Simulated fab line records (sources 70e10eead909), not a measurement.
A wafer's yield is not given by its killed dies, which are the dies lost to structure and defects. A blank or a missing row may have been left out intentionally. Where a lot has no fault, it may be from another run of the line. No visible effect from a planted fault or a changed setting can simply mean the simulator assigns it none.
fab line records	flow nandHarc	part 1 of 2: steps 1 to 28 of 38
[record] lots = 5	wafers = 15	lastDay = 24
route steps=1159 shown A_CHANNEL_FILL_D1@508 A_STAIRCASE@519
lots that met no fault: from a run of the same line without faults
startH: hours from the record's first day to the start of the lot's first wafer shown	waitH: how many hours have passed since the lot's step before this one	" as in the row above	L1.1+2: a row that stands for several wafers	- no value, or no start given	* or withheld: withheld	< > ~ a bound
route shown NAME@n: names a module that has steps shown in the file, with the first one's number in the route	usual: mean and standard deviation over wafers with no fault	same: alike in all rows	chamber/n: place in a boat	sites: the reading at each site	_std_site: standard deviation across them	_edge_site: the outer-site mean with the inner-site mean subtracted	radiusMm: how far each site lies from the wafer's centre	mask NAME#n: copy n	behind: the last tool/chamber to shape the wafer	hold: cause of the lot's hold/its duration in hours/its outcome	device: which transistor (n, p or np) failed to switch	end of line: at the end of the route, the tests of the same wafers	a step given without rows: its recipe and nothing more	killed: dies that structure and defects cost at the first sort, which is not the same as the wafer's yield	map: dies across one wafer; x = killed, . = not, _ = none there
set.NAME: the setting that was run; set.NAME@STEP: the one run at that earlier step	model.NAME: the simulator's own value behind a step, which no gauge read
certain route steps with their lots: each step a table, each wafer a row
services: the hour from which a tool's chamber was out of use, counted from the record's first day as startH (under 0 if before that day), plus the number of hours and why
[[steps]]
[step NHARC_A_CHANNEL_FILL_D1_ETCHBACK_08]
[recipe] targetDepthA = 2200	timeS = 110	c4f8FlowSccm = 20	arFlowSccm = withheld	rfW = 600	biasW = 300	chemistry = C4F8
[usual] oesProductAu = 0.96/0.04	rfFwdPowerW = 596.6/1.8	rfVppV = 440.9/2.5
[same] timeS = 110
lot.wafer	tool	chamber	startH	waitH	oesProductAu	rfFwdPowerW	rfHoursCounterH	rfVppV
L074.2	rieDiel-10	2	-	-	0.92	597.0	1	441.2
L074.4	"	3	"	"	0.92	596.0	1	442.7
L074.3	"	1	"	"	0.93	599.4	1	441.7
L079.1	rieDiel-10	0	-	-	1.00	595.9	1	438.3
L079.4	"	2	"	"	0.97	595.7	1	441.8
L079.5	"	0	"	"	1.00	598.7	-	438.3
L081.4	rieDiel-10	2	-	-	0.98	595.9	2	442.2
L081.1	"	1	"	"	1.00	601.1	2	440.0
L081.6	"	2	"	"	0.98	591.9	-	440.5
L084.2	rieDiel-11	0	-	-	0.96	596.9	15	437.0
L084.3	"	2	"	"	0.94	597.1	14	440.0
L084.6	"	0	"	"	0.95	594.9	-	435.1
L096.1	rieDiel-09	1	-	-	0.92	597.3	4	439.8
L096.2	"	2	"	"	0.93	597.5	4	445.2
L096.5	"	0	"	"	0.92	594.9	-	438.4
[step NHARC_A_CHANNEL_FILL_D1_STRIP_29]
[recipe] timeS = 20	o2FlowSccm = 500	arFlowSccm = 0	biasW = 0	chemistry = O2
[usual] drypumpMotorCurrentA = 5.7/0.6	oesProductAu = 1.000/0.011	rfVppV = 57.8/0.95	showerheadPlenumPTorr = 3.53/0.13	throttleValvePct = 17.036/0.0085
[same] timeS = 20
lot.wafer	tool	chamber	startH	waitH	drypumpMotorCurrentA	oesProductAu	rfHoursCounterH	rfVppV	showerheadPlenumPTorr	throttleValvePct
L074.2	rieDiel-10	0	-	-	6.5	1.013	1	57.9	3.38	17.035
L074.3	"	1	"	"	5.3	1.008	1	58.5	3.52	17.017
L074.4	"	2	"	"	4.8	0.991	1	58.4	3.61	17.047
L079.4	rieDiel-10	0	-	-	6.5	0.998	2	56.6	3.38	17.032
L079.1	"	1	"	"	5.3	0.998	1	57.5	3.52	17.041
L079.5	"	1	"	"	5.3	1.004	-	59.3	3.52	17.047
L081.1	rieDiel-10	0	-	-	6.5	1.009	2	55.8	3.38	17.041
L081.4	"	3	"	"	5.2	1.000	2	58.9	3.69	17.032
L081.6	"	0	"	"	6.5	1.020	-	58.2	3.38	17.033
L084.3	rieDiel-11	1	-	-	5.8	1.017	14	57.9	3.44	17.041
L084.2	"	0	"	"	5.7	1.033	15	55.5	3.29	17.038
L084.6	"	1	"	"	5.8	1.001	-	58.7	3.44	17.027
L096.2	rieDiel-09	0	-	-	6.5	0.994	4	57.8	3.51	17.032
L096.1	"	1	"	"	6.3	1.001	4	59.4	3.58	17.024
L096.5	"	3	"	"	5.2	1.015	-	58.0	3.45	17.030
[step NHARC_A_CHANNEL_FILL_D1_PRECLEAN_30]
[recipe] timeS = 30	chemistry = dHF
[same] timeS = 30
lot.wafer	tool	chamber	startH	waitH
L074.3+4+2	wetBench-07	7,2,3	237.29	-
L079.5+1+4	wetBench-07	6,0,2	245.55	-
L081.1+4+6	wetBench-07	3,4,6	267.22	-
L084.2+3+6	wetBench-06	0,1,2	280.22	-
L096.1+5+2	wetBench-06	2,3,6	364.19	-
[step NHARC_A_CHANNEL_FILL_D1_SRD_31]
lot.wafer	tool	chamber	startH	waitH
L074.3+4+2	wetBench-07	7,2,3	237.31	0.0
L079.5+1+4	wetBench-07	6,0,2	245.57	0.0
L081.1+4+6	wetBench-07	3,4,6	267.25	0.0
L084.2+3+6	wetBench-06	0,1,2	280.24	0.0
L096.1+5+2	wetBench-06	2,3,6	364.22	0.0
[step NHARC_A_CHANNEL_FILL_D1_CVD_09]
[recipe] targetThkA = 1500	tempC = 620	pressureMtorr = 200	timeS = 3000	material = poly-Si
[same] timeS = 3000
lot.wafer	tool	chamber	startH	waitH
L074.2+3+4	lpcvdPoly-01	0	239.56	2.2
L079.1+4+5	lpcvdPoly-01	0	247.83	2.3
L081.1+4+6	lpcvdPoly-03	0	269.68	2.4
L084.2+3+6	lpcvdPoly-03	0	282.65	2.4
L096.1+2+5	lpcvdPoly-03	0	366.94	2.7
[step NHARC_A_CHANNEL_FILL_D1_CMP_10]
[recipe] targetThkNm = 150
[usual] motorCurrentA = 12.2/1.2	padLifeWafers = 288/160	timeToEndpointS = 15/3.1
lot.wafer	tool	chamber	startH	waitH	motorCurrentA	padLifeWafers	timeToEndpointS
L074.3	cmp-03	1	242.76	0.4	10.5	415	14
L074.4	"	2	"	"	14.7	416	21
L074.2	"	3	"	"	11.3	417	15
L079.1	cmp-03	1	251.09	0.4	11.2	451	12
L079.4	"	3	"	"	11.3	453	15
L079.5	"	0	"	"	13.2	-	16
L081.4	cmp-01	3	272.84	0.4	11.9	487	12
L081.1	"	1	"	"	13.3	489	17
L081.6	"	2	"	"	11.1	-	16
L084.2	cmp-01	2	285.86	0.4	11.0	19	15
L084.3	"	3	"	"	11.8	20	9
L084.6	"	1	"	"	13.2	-	16
L096.1	cmp-01	3	370.17	0.4	12.0	486	12
L096.2	"	1	"	"	14.0	488	19
L096.5	"	3	"	"	11.9	-	13
[step NHARC_A_CHANNEL_FILL_D1_SRD_12]
lot.wafer	tool	chamber	startH	waitH
L074.4+2+3	wetBench-07	1,4,6	243.03	0.0
L079.1+5+4	wetBench-02	1,4,5	251.36	0.0
L081.1+6+4	wetBench-06	3,4,6	273.12	0.0
L084.3+2+6	wetBench-07	1,2,4	286.14	0.0
L096.1+2+5	wetBench-02	1,4,6	370.46	0.0
[step NHARC_A_CHANNEL_FILL_D1_RTA_24]
[recipe] tempC = 1000	timeS = 5
[usual] lampPowerPct = 28.4/1.1	lamp_zone_1_pct = 28.4/1.1	wafer_temp_C_max = 1004.2/0.83
[same] timeS = 5
lot.wafer	tool	chamber	startH	waitH	lampPowerPct	lamp_zone_1_pct	wafer_temp_C_max
L074.2	rtpAnneal-01	0	243.18	0.1	27.8	27.8	1003.2
L074.3	"	0	"	"	27.8	27.9	1004.1
L074.4	"	0	"	"	27.8	27.8	1004.0
L079.1	rtpAnneal-02	0	251.48	0.0	30.2	30.3	1003.4
L079.4	"	0	"	"	30.2	30.3	1004.3
L079.5	"	0	"	"	30.3	30.3	1003.5
L081.1	rtpAnneal-01	0	273.23	0.0	27.8	27.8	1003.4
L081.4	"	0	"	"	27.9	27.8	1004.2
L081.6	"	0	"	"	27.8	27.8	1003.9
L084.2	rtpAnneal-02	0	286.44	0.2	30.3	30.2	1004.2
L084.3	"	0	"	"	30.3	30.3	1004.3
L084.6	"	0	"	"	30.3	30.3	1004.2
L096.1	rtpAnneal-01	0	370.59	0.0	27.8	27.8	1004.8
L096.2	"	0	"	"	27.8	27.9	1004.9
L096.5	"	0	"	"	27.9	27.8	1005.0
[step NHARC_A_CHANNEL_FILL_D1_INSPECT_13]
[usual] rawDefectCount = 291/130
lot.wafer	tool	chamber	startH	waitH	rawDefectCount
L074.2	defectInspect-01	-	243.35	0.1	254
L074.3	"	-	"	"	313
L074.4	"	-	"	"	187
L079.1	defectInspect-01	-	251.68	0.2	162
L079.4	"	-	"	"	151
L079.5	"	-	"	"	86
L081.1	defectInspect-02	-	273.44	0.2	226
L081.4	"	-	"	"	161
L081.6	"	-	"	"	139
L084.2	defectInspect-01	-	286.61	0.1	487
L084.3	"	-	"	"	307
L084.6	"	-	"	"	317
L096.1	defectInspect-01	-	370.79	0.2	405
L096.2	"	-	"	"	549
L096.5	"	-	"	"	605
[step NHARC_A_STAIRCASE_DEP_156]
[recipe] targetThkA = 500	tempC = 400	targetThkNm = 50	flowSccm = 200	rfW = 450	material = SiNx
[usual] heaterPowerW = 707/80	rfFwdPowerW = 448.2/1.5	showerheadVppV = 1289/82
lot.wafer	tool	chamber	startH	waitH	heaterPowerW	rfFwdPowerW	showerheadVppV
L074.3	pecvd-02	1	243.44	0.1	605	448.4	1311
L074.2	"	2	"	"	731	448.2	1253
L074.4	"	0	"	"	637	449.0	1226
L079.1	pecvd-03	1	251.83	0.1	575	448.7	1283
L079.5	"	0	"	"	661	447.4	1160
L079.4	"	1	"	"	572	447.1	1268
L081.1	pecvd-01	1	273.51	0.1	839	449.6	1427
L081.4	"	2	"	"	769	445.2	1284
L081.6	"	0	"	"	715	449.9	1275
L084.2	pecvd-02	0	286.68	0.1	556	446.5	1223
L084.3	"	1	"	"	579	446.6	1337
L084.6	"	1	"	"	566	447.8	1341
L096.1	pecvd-01	0	370.89	0.1	695	446.3	1279
L096.2	"	1	"	"	859	449.4	1410
L096.5	"	1	"	"	860	448.1	1454
[step NHARC_A_STAIRCASE_DEHYDRATE_158]
[recipe] tempC = 150	timeS = 120
[same] timeS = 120
lot.wafer	tool	chamber	startH	waitH
L074.2+3+4	lithoTrack-02	0	243.71	0.2
L079.1+4+5	lithoTrack-02	0	252.05	0.2
L081.1+4+6	lithoTrack-03	0	273.78	0.2
L084.2+3+6	lithoTrack-03	0	286.94	0.2
L096.1+2+5	lithoTrack-07	0	371.13	0.2
[step NHARC_A_STAIRCASE_HMDS_159]
[recipe] timeS = 30
[same] timeS = 30
lot.wafer	tool	chamber	startH	waitH
L074.2+3+4	lithoTrack-02	0	-	-
L079.1+4+5	lithoTrack-02	0	-	-
L081.1+4+6	lithoTrack-03	0	-	-
L084.2+3+6	lithoTrack-03	0	-	-
L096.1+2+5	lithoTrack-07	0	-	-
[step NHARC_A_STAIRCASE_COAT_160]
[recipe] spinRpm = 1200
[usual] spinSpeedRpm = 1199.9/0.67
lot.wafer	tool	chamber	startH	waitH	spinSpeedRpm
L074.2	lithoTrack-02	0	-	-	1200.4
L074.3	"	0	"	"	1199.5
L074.4	"	0	"	"	1201.2
L079.1	lithoTrack-02	0	-	-	1199.5
L079.4	"	0	"	"	1199.3
L079.5	"	0	"	"	1200.2
L081.1	lithoTrack-03	0	-	-	1199.5
L081.4	"	0	"	"	1199.0
L081.6	"	0	"	"	1200.8
L084.2	lithoTrack-03	0	-	-	1199.3
L084.3	"	0	"	"	1198.7
L084.6	"	0	"	"	1199.6
L096.1	lithoTrack-07	0	-	-	1198.7
L096.2	"	0	"	"	1199.3
L096.5	"	0	"	"	1199.7
[step NHARC_A_STAIRCASE_SOFTBAKE_161]
[recipe] tempC = 135	timeS = 170
[same] timeS = 170
lot.wafer	tool	chamber	startH	waitH
L074.2+3+4	lithoTrack-02	0	-	-
L079.1+4+5	lithoTrack-02	0	-	-
L081.1+4+6	lithoTrack-03	0	-	-
L084.2+3+6	lithoTrack-03	0	-	-
L096.1+2+5	lithoTrack-07	0	-	-
[step NHARC_A_STAIRCASE_EBR_162]
lot.wafer	tool	chamber	startH	waitH
L074.2+3+4	lithoTrack-02	0	-	-
L079.1+4+5	lithoTrack-02	0	-	-
L081.1+4+6	lithoTrack-03	0	-	-
L084.2+3+6	lithoTrack-03	0	-	-
L096.1+2+5	lithoTrack-07	0	-	-
[step NHARC_A_STAIRCASE_EXPOSE_163]
[recipe] na = 0.5	doseMj = 20.01	maskId = STAIR_OPEN
[same] na = 0.5
lot.wafer	tool	chamber	startH	waitH	mask
L074.2+3+4	krfScanner-02	0	243.93	-	STAIR_OPEN#0
L079.1+4+5	krfScanner-03	0	252.39	-	STAIR_OPEN#0
L081.1+4+6	krfScanner-01	0	274.11	-	STAIR_OPEN#0
L084.2+3+6	krfScanner-02	0	287.28	-	STAIR_OPEN#0
L096.1+2+5	krfScanner-03	0	371.34	-	STAIR_OPEN#0
[step NHARC_A_STAIRCASE_PEB_164]
[recipe] pebTempC = 115	pebTimeS = 130
[same] pebTimeS = 130
lot.wafer	tool	chamber	startH	waitH
L074.2+3+4	lithoTrack-07	0	243.99	0.1
L079.1+4+5	lithoTrack-03	0	252.45	0.1
L081.1+4+6	lithoTrack-07	0	274.17	0.1
L084.2+3+6	lithoTrack-03	0	287.35	0.1
L096.1+2+5	lithoTrack-07	0	371.40	0.1
[step NHARC_A_STAIRCASE_DEVELOP_165]
[recipe] timeS = 140
[same] timeS = 140
lot.wafer	tool	chamber	startH	waitH
L074.2+3+4	lithoTrack-07	0	-	-
L079.1+4+5	lithoTrack-03	0	-	-
L081.1+4+6	lithoTrack-07	0	-	-
L084.2+3+6	lithoTrack-03	0	-	-
L096.1+2+5	lithoTrack-07	0	-	-
[step NHARC_A_STAIRCASE_HARDBAKE_167]
[recipe] tempC = 120	timeS = 140
[same] timeS = 140
lot.wafer	tool	chamber	startH	waitH
L074.2+3+4	lithoTrack-02	0	244.22	-
L079.1+4+5	lithoTrack-07	0	252.68	-
L081.1+4+6	lithoTrack-07	0	274.39	-
L084.2+3+6	lithoTrack-02	0	287.58	-
L096.1+2+5	lithoTrack-03	0	371.62	-
[step NHARC_A_STAIRCASE_DESCUM_168]
[recipe] timeS = 3	o2FlowSccm = 200	arFlowSccm = 0	biasPowerW = 0	chemistry = O2
[usual] drypumpMotorCurrentA = 5.65/0.27	oesProductAu = 0.998/0.013	rfVppV = 57.9/0.86	showerheadPlenumPTorr = 1.91/0.096	throttleValvePct = 11.312/0.0088
[same] timeS = 3
lot.wafer	tool	chamber	startH	waitH	drypumpMotorCurrentA	oesProductAu	rfHoursCounterH	rfVppV	showerheadPlenumPTorr	throttleValvePct
L074.2	rieDiel-04	2	244.33	-	5.51	0.994	43	58.5	1.88	11.315
L074.4	"	3	"	"	5.24	1.001	44	58.2	1.84	11.312
L074.3	"	0	"	"	6.01	0.975	41	57.9	1.86	11.307
L079.1	rieDiel-04	2	252.78	-	5.51	0.993	48	59.1	1.88	11.299
L079.4	"	0	"	"	5.99	0.992	45	57.9	1.86	11.330
L079.5	"	1	"	"	5.77	0.985	-	58.4	2.06	11.316
L081.1	rieDiel-04	1	274.49	-	5.76	0.979	55	58.7	2.06	11.319
L081.4	"	0	"	"	6.01	0.978	54	58.3	1.86	11.313
L081.6	"	2	"	"	5.51	0.987	-	58.1	1.88	11.319
L084.3	rieDiel-06	1	287.69	-	6.07	0.994	14	58.6	1.92	11.303
L084.2	"	0	"	"	5.39	1.001	14	58.5	1.78	11.301
L084.6	"	2	"	"	6.05	0.983	-	56.5	1.84	11.329
L096.2	rieDiel-04	3	371.71	-	5.23	1.001	26	56.9	1.82	11.319
L096.1	"	1	"	"	5.77	1.007	28	57.3	2.05	11.310
L096.5	"	3	"	"	5.22	1.012	-	56.8	1.82	11.325
[step NHARC_A_STAIRCASE_ETCH_169]
[recipe] targetDepthA = 500	timeS = 107.1	ionEnergyEv = 120	ch3fFlowSccm = 50	o2FlowSccm = 30	arFlowSccm = 200	rfW = 500	biasW = 100	chemistry = CH3F/O2
[usual] drypumpMotorCurrentA = 5.66/0.26	oesProductAu = 0.949/0.021	rfFwdPowerW = 497.0/1.8	rfVppV = 244.3/2	showerheadPlenumPTorr = 2.46/0.12	throttleValvePct = 20.663/0.0089
[same] timeS = 107.1
lot.wafer	tool	chamber	startH	waitH	drypumpMotorCurrentA	oesProductAu	rfFwdPowerW	rfHoursCounterH	rfVppV	showerheadPlenumPTorr	throttleValvePct
L074.2	rieDiel-04	0	244.40	0.1	6.00	0.956	496.3	41	244.2	2.40	20.647
L074.3	"	2	"	"	5.52	0.947	497.3	43	245.5	2.42	20.653
L074.4	"	3	"	"	5.25	0.953	495.3	44	242.5	2.36	20.662
L079.4	rieDiel-04	0	252.91	0.1	6.00	0.904	498.3	45	243.0	2.39	20.660
L079.1	"	1	"	"	5.75	0.925	496.4	48	247.2	2.64	20.660
L079.5	"	0	"	"	6.01	0.921	497.7	-	243.4	2.39	20.678
L081.1	rieDiel-04	2	274.59	0.1	5.54	0.921	499.1	56	243.7	2.42	20.658
L081.4	"	3	"	"	5.26	0.932	495.4	57	243.2	2.36	20.668
L081.6	"	0	"	"	6.00	0.919	495.2	-	243.1	2.39	20.676
L084.3	rieDiel-06	1	287.81	0.1	6.08	0.949	495.2	14	243.1	2.46	20.667
L084.2	"	2	"	"	6.07	0.927	497.1	13	244.1	2.36	20.653
L084.6	"	0	"	"	5.34	0.959	492.9	-	241.0	2.29	20.656
L096.1	rieDiel-04	0	371.81	0.1	6.02	0.938	496.6	26	240.6	2.38	20.664
L096.2	"	2	"	"	5.52	0.915	495.6	27	244.3	2.40	20.663
L096.5	"	0	"	"	6.02	0.933	496.2	-	243.4	2.38	20.667
[step NHARC_A_STAIRCASE_ETCH_170]
[recipe] targetDepthA = 2000	timeS = 66.667	ionEnergyEv = 250	c4f6FlowSccm = 25	o2FlowSccm = 20	arFlowSccm = 500	rfW = 600	biasW = 500	chemistry = C4F6/O2
[usual] drypumpMotorCurrentA = 5.66/0.26	oesProductAu = 0.963/0.02	rfFwdPowerW = 594.7/2.5	rfVppV = 547/3.7	showerheadPlenumPTorr = 3.92/0.18	throttleValvePct = 26.904/0.0086
[same] timeS = 66.667
lot.wafer	tool	chamber	startH	waitH	drypumpMotorCurrentA	oesProductAu	rfFwdPowerW	rfHoursCounterH	rfVppV	showerheadPlenumPTorr	throttleValvePct
L074.3	rieDiel-04	1	-	-	5.78	0.966	594.1	43	552	4.20	26.902
L074.2	"	2	"	"	5.52	0.973	596.0	43	547	3.87	26.910
L074.4	"	3	"	"	5.22	0.971	589.2	44	544	3.78	26.894
L079.1	rieDiel-04	2	-	-	5.53	0.952	594.0	48	546	3.87	26.896
L079.4	"	3	"	"	5.25	0.945	590.0	48	545	3.78	26.910
L079.5	"	2	"	"	5.53	0.940	595.3	-	545	3.87	26.898
L081.4	rieDiel-04	3	-	-	5.23	0.933	594.0	57	544	3.77	26.915
L081.1	"	0	"	"	6.02	0.933	596.5	54	545	3.82	26.898
L081.6	"	2	"	"	5.53	0.921	593.8	-	545	3.86	26.907
L084.3	rieDiel-06	2	-	-	6.06	0.960	597.1	13	544	3.78	26.899
L084.2	"	1	"	"	6.10	0.968	594.4	14	546	3.93	26.904
L084.6	"	3	"	"	5.78	0.943	591.8	-	551	4.10	26.901
L096.1	rieDiel-04	1	-	-	5.78	0.942	594.1	28	553	4.17	26.911
L096.2	"	3	"	"	5.24	0.948	593.0	26	543	3.75	26.914
L096.5	"	1	"	"	5.79	0.946	597.6	-	551	4.17	26.906
[step NHARC_A_STAIRCASE_STRIP_171]
[recipe] powerW = 1500	tempC = 250	chemistry = O2
[usual] drypumpMotorCurrentA = 6.0/0.38	heaterPowerW = 321/23
lot.wafer	tool	chamber	startH	waitH	drypumpMotorCurrentA	heaterPowerW	rfHoursCounterH
L074.2	plasmaAsher-01	0	244.79	-	6.5	305	45
L074.4	"	0	"	"	6.5	303	-
L074.3	"	1	"	"	5.9	323	-
L079.1	plasmaAsher-02	0	253.25	-	5.4	361	19
L079.4	"	1	"	"	6.0	307	-
L079.5	"	0	"	"	5.4	361	-
L081.1	plasmaAsher-02	1	274.85	-	6.0	299	27
L081.4	"	1	"	"	6.1	310	-
L081.6	"	0	"	"	5.4	349	-
L084.2	plasmaAsher-01	0	288.15	-	6.5	298	1
L084.3	"	1	"	"	5.9	335	-
L084.6	"	0	"	"	6.5	292	-
L096.2	plasmaAsher-01	0	372.03	-	6.4	298	31
L096.1	"	1	"	"	5.8	337	31
L096.5	"	0	"	"	6.4	291	-
[step NHARC_A_STAIRCASE_STRIP_172]
[recipe] timeS = 900	tempC = 130	chemistry = SPM
[same] timeS = 900
lot.wafer	tool	chamber	startH	waitH
L074.3+4+2	wetBench-01	4,7,0	245.13	0.2
L079.1+4+5	wetBench-05	0,2,3	253.61	0.3
L081.4+6+1	wetBench-04	2,3,4	275.15	0.2
L084.6+2+3	wetBench-05	5,6,7	288.50	0.1
L096.1+5+2	wetBench-01	0,1,4	372.38	0.3
[step NHARC_A_STAIRCASE_PRECLEAN_173]
[recipe] timeS = *	tempC = 50	bathAgeMin = 0	chemistry = SC1
[same] timeS = *
lot.wafer	tool	chamber	startH	waitH
L074.3+4+2	wetBench-01	4,7,0	-	-
L079.1+4+5	wetBench-05	0,2,3	-	-
L081.4+6+1	wetBench-04	2,3,4	-	-
L084.6+2+3	wetBench-05	5,6,7	-	-
L096.1+5+2	wetBench-01	0,1,4	-	-
[step NHARC_A_STAIRCASE_SRD_174]
lot.wafer	tool	chamber	startH	waitH
L074.3+4+2	wetBench-01	4,7,0	-	-
L079.1+4+5	wetBench-05	0,2,3	-	-
L081.4+6+1	wetBench-04	2,3,4	-	-
L084.6+2+3	wetBench-05	5,6,7	-	-
L096.1+5+2	wetBench-01	0,1,4	-	-
[step NHARC_A_STAIRCASE_DEHYDRATE_01]
[recipe] tempC = 150	timeS = 120
[same] timeS = 120
lot.wafer	tool	chamber	startH	waitH
L074.2+3+4	lithoTrack-07	0	245.59	-
L079.1+4+5	lithoTrack-02	0	254.06	-
L081.1+4+6	lithoTrack-07	0	275.61	-
L084.2+3+6	lithoTrack-07	0	288.96	-
L096.1+2+5	lithoTrack-02	0	372.85	-
[step NHARC_A_STAIRCASE_HMDS_02]
[recipe] timeS = 30
[same] timeS = 30
lot.wafer	tool	chamber	startH	waitH
L074.2+3+4	lithoTrack-07	0	-	-
L079.1+4+5	lithoTrack-02	0	-	-
L081.1+4+6	lithoTrack-07	0	-	-
L084.2+3+6	lithoTrack-07	0	-	-
L096.1+2+5	lithoTrack-02	0	-	-
